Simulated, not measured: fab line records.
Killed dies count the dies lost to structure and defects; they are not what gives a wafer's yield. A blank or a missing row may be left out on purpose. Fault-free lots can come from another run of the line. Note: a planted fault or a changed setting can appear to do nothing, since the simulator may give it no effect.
Which tool is to blame? | flow n5 finfet | Sampling: 10 lots, 30 wafers, 5 of 1938 route steps

## WHAT EACH GAUGE READ, for each wafer
N5_BEOL_M4_RC_MEAS_101.
lot  | measured     | on        | DIBL_N (mV/V)
L891 | day 8 00:26  | prober-02 | 35.2 37.8 35.8
L893 | day 8 07:41  | prober-02 | 32.6 32.3 32.3
L894 | day 8 16:58  | prober-02 | 35.0 33.2 33.3
L896 | day 9 05:11  | prober-02 | 35.9 39.3 35.9
L901 | day 11 21:26 | prober-02 | 38.4 37.1 35.5
L903 | day 11 20:07 | prober-02 | 37.1 38.7 39.6
L906 | day 12 22:51 | prober-01 | 33.0 36.1 35.6
L907 | day 13 14:58 | prober-02 | 36.1 36.9 36.7
L910 | day 13 20:22 | prober-02 | 36.9 34.1 39.1
L914 | day 14 14:23 | prober-01 | 36.8 37.2 36.1

## WHAT TOOL EACH LOT RAN ON (gives the tool, then ch and the chambers of the sampled wafers, and finally the start)
lot  | N5_ILD0_LINER_00                 | N5_ILD0_CMP_07               | N5_SDB_HM_DEP_00               | N5_SDB_COAT_03
L891 | ald sin-04 ch 0,1,2, day 3 15:32 | cmp-03 ch 0,1, day 3 18:16   | pecvd-04 ch 1,2, day 3 22:01   | litho track-03 ch 0, day 3 22:06
L893 | ald sin-03 ch 0,3, day 3 22:54   | cmp-02 ch 0,2,3, day 4 01:35 | pecvd-04 ch 1,2, day 4 05:10   | litho track-03 ch 0, day 4 05:14
L894 | ald sin-04 ch 0,2,3, day 4 06:37 | cmp-03 ch 0,2,3, day 4 09:23 | pecvd-04 ch 0,1,2, day 4 12:52 | litho track-04 ch 0, day 4 12:57
L896 | ald sin-03 ch 1,2,3, day 4 16:04 | cmp-03 ch 0,2,3, day 4 18:46 | pecvd-04 ch 1,2, day 4 22:20   | litho track-04 ch 0, day 4 22:25
L901 | ald sin-03 ch 0,1,3, day 6 01:38 | cmp-03 ch 2,3, day 6 04:22   | pecvd-04 ch 0,1, day 6 07:54   | litho track-04 ch 0, day 6 07:59
L903 | ald sin-03 ch 0,1,2, day 6 11:19 | cmp-01 ch 0,2,3, day 6 14:02 | pecvd-01 ch 1,2, day 6 17:36   | litho track-04 ch 0, day 6 17:41
L906 | ald sin-04 ch 0,3, day 7 05:50   | cmp-03 ch 1,2, day 7 08:31   | pecvd-04 ch 0,1,2, day 7 12:07 | litho track-04 ch 0, day 7 12:10
L907 | ald sin-02 ch 1,2, day 7 13:09   | cmp-03 ch 0,1,3, day 7 15:50 | pecvd-04 ch 1,2, day 7 19:53   | litho track-05 ch 0, day 7 19:58
L910 | ald sin-04 ch 0,1,3, day 8 06:50 | cmp-03 ch 0,2,3, day 8 09:59 | pecvd-04 ch 0,1, day 8 13:26   | litho track-04 ch 0, day 8 13:31
L914 | ald sin-04 ch 1,3, day 9 08:51   | cmp-01 ch 1,2,3, day 9 11:40 | pecvd-04 ch 0,1,2, day 9 15:07 | litho track-05 ch 0, day 9 15:11
- N5_ILD0_LINER_00: material SiNx, target thk 4 nm, pulse time 1 s, purge time 2 s.
- N5_ILD0_CMP_07: polishes SiO2 flowable, stops on poly-Si, t overpolish 1.18 s, target thk 138.88 nm.
- N5_SDB_HM_DEP_00: deposits SiNx from SiH4/NH3/N2, target thk 40 nm, time 35.3 s.
- N5_SDB_COAT_03: time 60 s, resist thk 100 nm.

## THE ANSWER, worked out from the rows above alone
Rule: what is usual is taken from the lots themselves. Put in order of their means at a reading, lots are off if they are a third of the lots or fewer, leave a main group of 4 or more, and stand apart from it by a gap of 3 or more times the standard deviation of the main group's means; of several such gaps the widest counts. A main group is skipped when, at the precision printed for the reading in the tables above, its means are all equal. Also off: a lot with no number at a reading for which 4 or more lots have one. The other lots that the step has rows for count as sound.
No lot is off on any of the readings shown, so nothing can be concluded from this.

## WHAT THE SIMULATOR HAD PUT IN
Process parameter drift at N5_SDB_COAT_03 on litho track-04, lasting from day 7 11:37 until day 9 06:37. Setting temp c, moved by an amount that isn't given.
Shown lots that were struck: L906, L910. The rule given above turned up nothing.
